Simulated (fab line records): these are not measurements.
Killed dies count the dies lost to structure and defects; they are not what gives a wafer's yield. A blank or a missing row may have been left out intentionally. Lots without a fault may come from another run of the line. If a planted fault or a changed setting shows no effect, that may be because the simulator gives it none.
Chamber matching | flow n5-finfet | N5_BEOL_M4_DESCUM_16 on rie-diel-04: 3 sister chambers
The step chemistry O2, time 7 s. 14 wafers are shown with their chamber, then 7 later ones without.

== EACH WAFER AND ITS CHAMBER ==
wafer  | chamber | throttle-valve-pct (%) | drypump-motor-current-A (A) | oes-product-au (a.u.)
L074.2 | 0       | 20.33                  | 5.5                         | 0.88
L074.3 | 1       | 19.97                  | 6.0                         | 0.86
L074.4 | 0       | 20.32                  | 5.5                         | 0.89
L079.1 | 2       | 20.62                  | 5.9                         | 0.80
L079.4 | 0       | 20.35                  | 5.4                         | 0.87
L079.6 | 0       | 20.35                  | 5.4                         | 0.86
L081.3 | 0       | 20.34                  | 5.5                         | 0.86
L081.5 | 2       | 20.62                  | 5.9                         | 0.80
L081.6 | 1       | 19.98                  | 6.0                         | 0.83
L088.2 | 0       | 20.35                  | 5.4                         | 0.85
L088.5 | 0       | 20.37                  | 5.4                         | 0.85
L088.6 | 1       | 20.00                  | 6.0                         | 0.83
L087.1 | 1       | 20.00                  | 6.0                         | 0.83
L087.2 | 0       | 20.38                  | 5.4                         | 0.84

SIGNATURES (averages over the wafers above)
reading                 | chamber 0 | chamber 1 | chamber 2 | scatter within a chamber
throttle-valve-pct      | 20.3487   | 19.9875   | 20.6200   | 0.0175
drypump-motor-current-A | 5.438     | 6.000     | 5.900     | 0.0413
oes-product-au          | 0.8625    | 0.8375    | 0.8000    | 0.0154
Rule: distance of a wafer from a chamber = root of the sum over the readings of ((wafer's reading minus chamber's mean) / reading's scatter) squared. The wafer belongs to the nearest chamber; if the next one is less than 2 further off, it can't be placed. The scatter: take each reading less its chamber's mean, square it, sum over the shown wafers, divide by the number of wafers less the number of chambers, and take the root.

== WAFERS WITH NO CHAMBER GIVEN ==
wafer  | throttle-valve-pct (%) | drypump-motor-current-A (A) | oes-product-au (a.u.)
L087.3 | 20.64                  | 5.9                         | 0.78
L094.1 | 20.03                  | 6.0                         | 0.80
L094.3 | 20.67                  | 5.9                         | 0.77
L094.4 | 20.39                  | 5.4                         | 0.82
L096.1 | 20.38                  | 5.4                         | 0.82
L096.3 | 20.04                  | 6.0                         | 0.79
L096.6 | 20.41                  | 5.4                         | 0.83

== THE CHAMBER EACH PASSED THROUGH ==
wafer  | from the rows above | in truth
L087.3 | 2                   | 2
L094.1 | 1                   | 1
L094.3 | 2                   | 2
L094.4 | 0                   | 0
L096.1 | 0                   | 0
L096.3 | 1                   | 1
L096.6 | 0                   | 0
Correctly placed: 7 of 7. From these rows, 0 cannot be placed. Wrongly placed: 0.
